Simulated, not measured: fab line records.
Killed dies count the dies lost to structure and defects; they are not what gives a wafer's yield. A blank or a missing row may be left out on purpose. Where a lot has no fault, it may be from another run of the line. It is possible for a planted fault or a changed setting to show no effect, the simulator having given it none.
Struck lot and sound lot, side by side | flow n5Finfet | 15 out of 1938 route steps
Sound: these wafers, L929.2, L929.4, L929.5. Struck: wafer L941.2 (left out: L941.3, a lot-mate that was not struck); the cause follows at the end.
Order at every step that has rows: each side's tool, ch and its chambers, its first start. Under that, the readings that differ: sound wafers | struck wafers | difference of the means | sigmas: that difference in standard deviations of wafers without a fault.
alike: same words and numbers on both sides, and readings whose means sit less than 2 such deviations apart. not compared: any withheld reading, any reading some wafer has no value for, any bound like >300 that may hide the same value, and any number with overlapping values for which the record gives no deviation.
The two part at a step that has a row with sigmas, a row that says differs or no value, or rows on one side only. Numbers that have no deviation but don't overlap get no sigmas and don't part them. Lack of a reading on every wafer of one side parts them only where that side has two or more wafers.

N5_SD_ACTIVATION_LSA_01: time 0.0008 s.
  sound on laserAnneal-02 ch 0, day 5 05:32; struck on laserAnneal-02 ch 0, day 8 04:41
  alike: wafer_temp_C_max
N5_SD_ACTIVATION_RS_MEAS_03: the measuring method here is four-point-probe.
  struck on filmMetro-02, day 8 04:53; sound on filmMetro-02, day 5 05:44
reading          | sound          | struck | difference | sigmas
RS_SD_P (ohm/sq) | 56.8 57.0 56.7 | 53.5   | -3.3       | -4
  alike: RS_SD_N
N5_SD_ACTIVATION_INSPECT_02: inspects for defects (darkfield).
  struck on defectInspect-02, day 8 05:11; sound on defectInspect-01, day 5 06:02
  alike: rawDefectCount
N5_ILD0_LINER_00: material SiNx, target thk 4 nm, pulse time 1 s, purge time 2 s.
  sound on aldSin-02 ch 0,1,3, day 5 06:04; struck on aldSin-02 ch 2, day 8 05:14
  alike: heaterPowerW, precursorPulseHeightRel
then, 2 steps without rows for these wafers: N5_ILD0_FCVD_FILL_01 (material SiO2 flowable, target thk 200 nm, time 328.3 s); N5_ILD0_CURE_02 (time 1800 s).
N5_ILD0_CMP_03: polishes, stops on SiNx, t overpolish 1.9 s, target thk 197.38 nm.
  sound on cmp-04 ch 2,3, day 5 08:29; struck on cmp-03 ch 3, day 8 07:38
reading           | sound          | struck | difference | sigmas
motorCurrentA (A) | 11.8 14.3 13.8 | 15.7   | +2.4       | +2
  alike: edgeZonePressureFrac, overpolishRunS, timeToEndpointS
N5_ILD0_THK_MEAS_04:
  struck on filmMetro-02, day 8 07:53; sound on filmMetro-02, day 5 08:44
reading    | sound             | struck | difference | sigmas
thkNm (nm) | 195.9 198.9 198.0 | 200.2  | +2.6       | +2
N5_ILD0_CMP_07: polishes SiO2 flowable, stops on poly-Si, t overpolish 1.18 s, target thk 138.88 nm.
  sound on cmp-03 ch 1,2,3, day 5 08:46; struck on cmp-04 ch 3, day 8 07:58
  alike: edgeZonePressureFrac, motorCurrentA
N5_ILD0_THK_MEAS_08:
  struck on filmMetro-02, day 8 08:13; sound on filmMetro-02, day 5 09:04
  alike: thkNm
then, 1 step without rows for these wafers: N5_ILD0_PRECLEAN_10 (cleans in NF3:NH3, afs cycles 5, time 20 s, sublimation time 60 s).
N5_ILD0_ALD_15: deposits SiNx, target thk 24 nm, pulse time 1 s, ald cycles 480.
  sound on aldSin-02 ch 0,1,3, day 5 09:49; struck on aldSin-02 ch 1, day 8 09:09
reading                              | sound        | struck | difference | sigmas
aldCycles                            | 480 480 480  | 603    | +123       | 
model.SiNx_of_ILD0_ALD_15.thkNm (nm) | 24.2 24.2 24 | 30     | +6         | 
  alike: heaterPowerW, precursorPulseHeightRel
N5_ILD0_CMP_12: polishes SiNx, stops on poly-Si, t overpolish 6 s, target thk 17.67 nm.
  sound on cmp-03 ch 1,2,3, day 5 12:08; struck on cmp-02 ch 0, day 8 11:21
reading             | sound          | struck | difference | sigmas
timeToEndpointS (s) | 32.2 29.5 28.5 | 40.6   | +10.5      | +4
  alike: edgeZonePressureFrac, motorCurrentA
N5_ILD0_THK_MEAS_13:
  struck on filmMetro-02, day 8 11:39; sound on filmMetro-01, day 5 12:23
  alike: thkNm
-- the record jumps here: 5 days lie between the struck wafers' starts before and after (it left off in module ILD0 and takes up again in module BEOL_M4, whose first step shown is number 1111 of the route) --
N5_BEOL_M4_RC_MEAS_101:
  sound on prober-01 ch 0, day 9 22:20; struck on prober-01 ch 0, day 13 02:49
  alike: DIBL_N, DIBL_P, IOFF_N, IOFF_P, ION_N, ION_P, SS_N, SS_P, VT_N, VT_P

== WHERE THEY PART ==
Earliest at N5_SD_ACTIVATION_RS_MEAS_03; latest, in this record, at N5_ILD0_CMP_12. Later steps at which nothing parts them and some readings are alike: N5_ILD0_THK_MEAS_13, N5_BEOL_M4_RC_MEAS_101.

WHY: what had been put in by the simulator
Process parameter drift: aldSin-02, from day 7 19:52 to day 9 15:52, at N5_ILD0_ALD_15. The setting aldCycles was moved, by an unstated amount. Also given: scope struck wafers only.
